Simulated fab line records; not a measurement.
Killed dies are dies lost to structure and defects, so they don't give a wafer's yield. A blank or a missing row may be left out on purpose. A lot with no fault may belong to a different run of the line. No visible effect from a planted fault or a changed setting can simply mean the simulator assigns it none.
Which tool was responsible?	flow n5 finfet	72 wafers from 24 lots sampled at 6 of the route's 1938 steps

== WHAT THE GAUGES READ, wafer by wafer ==
N5_BEOL_M5_THK_MEAS_01.
lot	measured	on	M5_ILD_THK (nm)
L075	day 10 14:05	film metro-01	119.5 121.4 122.3
L074	day 10 16:20	film metro-01	120.9 121.6 121.8
L076	day 11 06:50	film metro-01	122.5 123.6 122.4
L077	day 11 19:03	film metro-01	119.1 122.1 119.4
L080	day 12 03:03	film metro-01	118.8 119.0 122.8
L081	day 12 03:26	film metro-02	122.1 122.2 121.1
L079	day 12 10:29	film metro-01	117.5 121.0 122.1
L078	day 12 19:52	film metro-02	118.0 121.0 119.7
L083	day 12 20:52	film metro-01	119.3 120.0 118.5
L082	day 12 22:32	film metro-02	120.8 123.5 124.0
L085	day 13 07:53	film metro-02	118.7 121.0 117.7
L086	day 13 13:46	film metro-02	119.2 122.4 120.7
L084	day 14 02:11	film metro-02	119.6 122.8 119.5
L088	day 14 05:35	film metro-01	121.4 122.6 121.5
L089	day 14 06:41	film metro-02	118.6 124.3 120.1
L087	day 14 12:39	film metro-01	119.8 119.2 124.5
L091	day 14 16:26	film metro-02	122.3 119.9 122.9
L090	day 15 07:58	film metro-02	119.1 122.3 121.9
L093	day 15 15:25	film metro-02	118.7 121.8 120.9
L094	day 15 16:36	film metro-02	120.8 121.7 123.8
L092	day 15 17:20	film metro-01	121.2 121.5 124.6
L096	day 16 09:12	film metro-01	119.6 121.0 120.9
L097	day 16 16:53	film metro-01	120.6 120.4 122.0
L095	day 17 20:06	film metro-01	121.2 121.0 122.0

== EACH LOT AND THE TOOL THAT RAN IT (in order: tool; ch and the chambers of the sampled wafers; start) ==
lot	N5_BEOL_M4_PRE_CLEAN_45	N5_BEOL_M4_ALD_84	N5_BEOL_M4_ANNEAL_91	N5_BEOL_M4_CO_CAP_55	N5_BEOL_M5_ILD_DEP_00
L075	pvd sputter-03, day 10 08:24	ald metal-03 ch 2,3, day 10 08:28	pvd sputter-02, day 10 10:22	cvd co-01 ch 1,2, day 10 11:48	pecvd-02 ch 0,2, day 10 13:02
L074	pvd sputter-01, day 10 11:16	ald metal-03 ch 1,3, day 10 11:20	pvd sputter-02, day 10 13:01	cvd co-02 ch 1,2, day 10 14:34	pecvd-02 ch 1,2, day 10 15:46
L076	pvd sputter-03, day 11 01:36	ald metal-02 ch 0,2,3, day 11 01:40	pvd sputter-03, day 11 03:37	cvd co-02 ch 0,1, day 11 05:04	pecvd-02 ch 0,1, day 11 06:16
L077	pvd sputter-01, day 11 11:02	ald metal-01 ch 0,3, day 11 11:06	pvd sputter-03, day 11 15:22	cvd co-02 ch 1,2, day 11 16:48	pecvd-04 ch 0,1,2, day 11 18:23
L080	pvd sputter-01, day 11 22:05	ald metal-03 ch 1,3, day 11 22:09	pvd sputter-02, day 11 23:50	cvd co-02 ch 0,1, day 12 01:17	pecvd-04 ch 0,1,2, day 12 02:29
L081	pvd sputter-02, day 11 22:07	ald metal-03 ch 1,2,3, day 11 22:21	pvd sputter-03, day 12 00:08	cvd co-02 ch 0,1,2, day 12 01:35	pecvd-02 ch 0,1,2, day 12 02:52
L079	pvd sputter-02, day 12 03:49	ald metal-02 ch 0,1,3, day 12 03:53	pvd sputter-02, day 12 07:17	cvd co-01 ch 0,1, day 12 08:43	pecvd-04 ch 0,1, day 12 09:55
L078	pvd sputter-03, day 12 13:32	ald metal-03 ch 0,2, day 12 13:35	pvd sputter-03, day 12 16:35	cvd co-01 ch 0,1, day 12 18:03	pecvd-03 ch 1,2, day 12 19:17
L083	pvd sputter-02, day 12 15:37	ald metal-01 ch 0,1,2, day 12 15:41	pvd sputter-02, day 12 17:28	cvd co-02 ch 1,2, day 12 18:59	pecvd-03 ch 1,2, day 12 20:16
L082	pvd sputter-01, day 12 16:57	ald metal-02 ch 2,3, day 12 17:02	pvd sputter-03, day 12 19:02	cvd co-01 ch 0,1,2, day 12 20:44	pecvd-02 ch 0,1,2, day 12 21:58
L085	pvd sputter-02, day 13 01:11	ald metal-03 ch 0,1,2, day 13 01:16	pvd sputter-01, day 13 04:38	cvd co-02 ch 0,1,2, day 13 06:07	pecvd-04 ch 0,1,2, day 13 07:19
L086	pvd sputter-03, day 13 08:28	ald metal-02 ch 0,3, day 13 08:33	pvd sputter-03, day 13 10:32	cvd co-02 ch 0,1, day 13 11:59	pecvd-03 ch 0,1,2, day 13 13:11
L084	pvd sputter-01, day 13 21:00	ald metal-03 ch 0,1,3, day 13 21:04	pvd sputter-01, day 13 22:52	cvd co-02 ch 0,1,2, day 14 00:25	pecvd-02 ch 0,2, day 14 01:37
L088	pvd sputter-02, day 14 00:01	ald metal-03 ch 0,1, day 14 00:05	pvd sputter-02, day 14 01:58	cvd co-02 ch 0,1, day 14 03:49	pecvd-02 ch 0,2, day 14 05:00
L089	pvd sputter-01, day 14 00:13	ald metal-03 ch 0,1,3, day 14 00:19	pvd sputter-03, day 14 03:28	cvd co-01 ch 1,2, day 14 04:55	pecvd-04 ch 0,2, day 14 06:07
L087	pvd sputter-03, day 14 05:41	ald metal-02 ch 1,2,3, day 14 05:47	pvd sputter-03, day 14 09:26	cvd co-02 ch 1,2, day 14 10:53	pecvd-04 ch 0,1,2, day 14 12:04
L091	pvd sputter-03, day 14 11:11	ald metal-03 ch 0,1,3, day 14 11:24	pvd sputter-03, day 14 13:13	cvd co-02 ch 0,2, day 14 14:40	pecvd-02 ch 0,1,2, day 14 15:52
L090	pvd sputter-01, day 15 00:00	ald metal-02 ch 0,2, day 15 00:07	pvd sputter-02, day 15 02:23	cvd co-02 ch 0,2, day 15 06:10	pecvd-03 ch 1,2, day 15 07:23
L093	pvd sputter-01, day 15 07:33	ald metal-01 ch 1,2,3, day 15 07:37	pvd sputter-02, day 15 10:26	cvd co-01 ch 1,2, day 15 12:23	pecvd-04 ch 1,2, day 15 13:37
L094	pvd sputter-01, day 15 11:21	ald metal-01 ch 1,2, day 15 11:26	pvd sputter-03, day 15 13:13	cvd co-01 ch 1,2, day 15 14:47	pecvd-02 ch 1,2, day 15 16:01
L092	pvd sputter-02, day 15 11:22	ald metal-02 ch 1,2,3, day 15 11:26	pvd sputter-01, day 15 13:24	cvd co-02 ch 0,2, day 15 14:52	pecvd-02 ch 1,2, day 15 16:44
L096	pvd sputter-03, day 16 03:43	ald metal-03 ch 0,2,3, day 16 03:49	pvd sputter-03, day 16 05:50	cvd co-01 ch 0,1,2, day 16 07:25	pecvd-03 ch 0,2, day 16 08:38
L097	pvd sputter-03, day 16 11:40	ald metal-03 ch 0,1,3, day 16 11:44	pvd sputter-02, day 16 13:40	cvd co-02 ch 0,1, day 16 15:06	pecvd-03 ch 1,2, day 16 16:19
L095	pvd sputter-01, day 17 15:11	ald metal-02 ch 0,1,3, day 17 15:16	pvd sputter-02, day 17 16:53	cvd co-02 ch 0,1, day 17 18:20	pecvd-03 ch 0,1,2, day 17 19:32
- N5_BEOL_M4_PRE_CLEAN_45: time 30 s.
- N5_BEOL_M4_ALD_84: deposits TaN, pulse time 2 s, purge time 3 s, co reactant purge time 2 s.
- N5_BEOL_M4_ANNEAL_91: time 240 s.
- N5_BEOL_M4_CO_CAP_55: material Co, precursor CCTBA/H2, target thk 2 nm, time 102.1 s.
- N5_BEOL_M5_ILD_DEP_00: deposits SiCOH lowk from DEMS/porogen, target thk 140.64 nm, time 25.9 s.

== WHAT THE TOOLS THEMSELVES READ (means of the sampled wafers that have a number; where no wafer has one, the mark that the record gives instead) ==
N5_BEOL_M4_PRE_CLEAN_45.
lot	tool	heater power w (W)
L075	pvd sputter-03	310
L074	pvd sputter-01	327
L076	pvd sputter-03	306
L077	pvd sputter-01	329
L080	pvd sputter-01	329
L081	pvd sputter-02	373
L079	pvd sputter-02	335
L078	pvd sputter-03	311
L083	pvd sputter-02	347
L082	pvd sputter-01	330
L085	pvd sputter-02	362
L086	pvd sputter-03	300
L084	pvd sputter-01	330
L088	pvd sputter-02	392
L089	pvd sputter-01	325
L087	pvd sputter-03	303
L091	pvd sputter-03	302
L090	pvd sputter-01	328
L093	pvd sputter-01	319
L094	pvd sputter-01	324
L092	pvd sputter-02	335
L096	pvd sputter-03	315
L097	pvd sputter-03	301
L095	pvd sputter-01	329

N5_BEOL_M4_ALD_84.
lot	tool	heater power w (W)	precursor vessel temp c (C)
L075	ald metal-03	442	74.84
L074	ald metal-03	415	75.08
L076	ald metal-02	427	74.83
L077	ald metal-01	381	75.03
L080	ald metal-03	432	75.06
L081	ald metal-03	430	74.98
L079	ald metal-02	446	75.02
L078	ald metal-03	422	74.94
L083	ald metal-01	389	75.03
L082	ald metal-02	439	74.95
L085	ald metal-03	411	74.93
L086	ald metal-02	469	74.86
L084	ald metal-03	407	74.97
L088	ald metal-03	390	74.99
L089	ald metal-03	412	75.09
L087	ald metal-02	414	75.07
L091	ald metal-03	403	74.92
L090	ald metal-02	430	74.92
L093	ald metal-01	380	74.94
L094	ald metal-01	388	74.98
L092	ald metal-02	408	74.96
L096	ald metal-03	425	74.95
L097	ald metal-03	411	74.99
L095	ald metal-02	442	75.01

N5_BEOL_M4_ANNEAL_91.
lot	tool	heater power w (W)
L075	pvd sputter-02	925
L074	pvd sputter-02	924
L076	pvd sputter-03	788
L077	pvd sputter-03	771
L080	pvd sputter-02	924
L081	pvd sputter-03	738
L079	pvd sputter-02	859
L078	pvd sputter-03	784
L083	pvd sputter-02	937
L082	pvd sputter-03	745
L085	pvd sputter-01	841
L086	pvd sputter-03	785
L084	pvd sputter-01	828
L088	pvd sputter-02	864
L089	pvd sputter-03	756
L087	pvd sputter-03	771
L091	pvd sputter-03	785
L090	pvd sputter-02	835
L093	pvd sputter-02	837
L094	pvd sputter-03	789
L092	pvd sputter-01	812
L096	pvd sputter-03	778
L097	pvd sputter-02	838
L095	pvd sputter-02	862

N5_BEOL_M4_CO_CAP_55.
lot	tool	heater power w (W)
L075	cvd co-01	249
L074	cvd co-02	288
L076	cvd co-02	256
L077	cvd co-02	289
L080	cvd co-02	258
L081	cvd co-02	270
L079	cvd co-01	229
L078	cvd co-01	227
L083	cvd co-02	283
L082	cvd co-01	234
L085	cvd co-02	269
L086	cvd co-02	278
L084	cvd co-02	272
L088	cvd co-02	279
L089	cvd co-01	246
L087	cvd co-02	289
L091	cvd co-02	253
L090	cvd co-02	265
L093	cvd co-01	251
L094	cvd co-01	244
L092	cvd co-02	269
L096	cvd co-01	235
L097	cvd co-02	259
L095	cvd co-02	258

N5_BEOL_M5_ILD_DEP_00.
lot	tool	heater power w (W)	showerhead plenum p Torr (Torr)	throttle valve pct (%)
L075	pecvd-02	247	5.727	13.3
L074	pecvd-02	303	5.738	13.8
L076	pecvd-02	314	5.739	14.1
L077	pecvd-04	346	5.737	14.0
L080	pecvd-04	342	5.744	13.9
L081	pecvd-02	270	5.722	13.5
L079	pecvd-04	354	5.732	14.0
L078	pecvd-03	327	5.734	13.1
L083	pecvd-03	297	5.738	13.9
L082	pecvd-02	274	5.731	13.5
L085	pecvd-04	326	5.739	14.1
L086	pecvd-03	338	5.732	13.5
L084	pecvd-02	255	5.731	13.0
L088	pecvd-02	215	5.729	13.0
L089	pecvd-04	342	5.736	13.2
L087	pecvd-04	329	5.732	14.1
L091	pecvd-02	287	5.732	13.5
L090	pecvd-03	303	5.738	13.9
L093	pecvd-04	295	5.737	13.8
L094	pecvd-02	323	5.735	13.8
L092	pecvd-02	293	5.747	13.6
L096	pecvd-03	324	5.722	13.0
L097	pecvd-03	329	5.739	13.9
L095	pecvd-03	322	5.729	13.5

== THE ANSWER, worked out from the rows above alone ==
Rule: the usual values come from the lots themselves. Put in order of their means at a reading, lots are off if they are a third of the lots or fewer, leave a main group of 4 or more, and stand apart from it by a gap of 3 or more times the standard deviation of the main group's means; of several such gaps the widest counts. Not used: any main group whose means are identical at the precision the tables above print for the reading. Also off: a lot with no number at a reading for which 4 or more lots have one. All remaining lots with rows at the step are treated as sound. Order of review: gauges by route order, followed by the tools' own readings, for which a lot's mean as printed above is used. At the first step where some lot is off, the reading lying furthest off is the one used; lots without a number count as furthest.
None of the lots is off at any reading shown; this tells nothing.

== WHAT THE SIMULATOR HAD INSERTED ==
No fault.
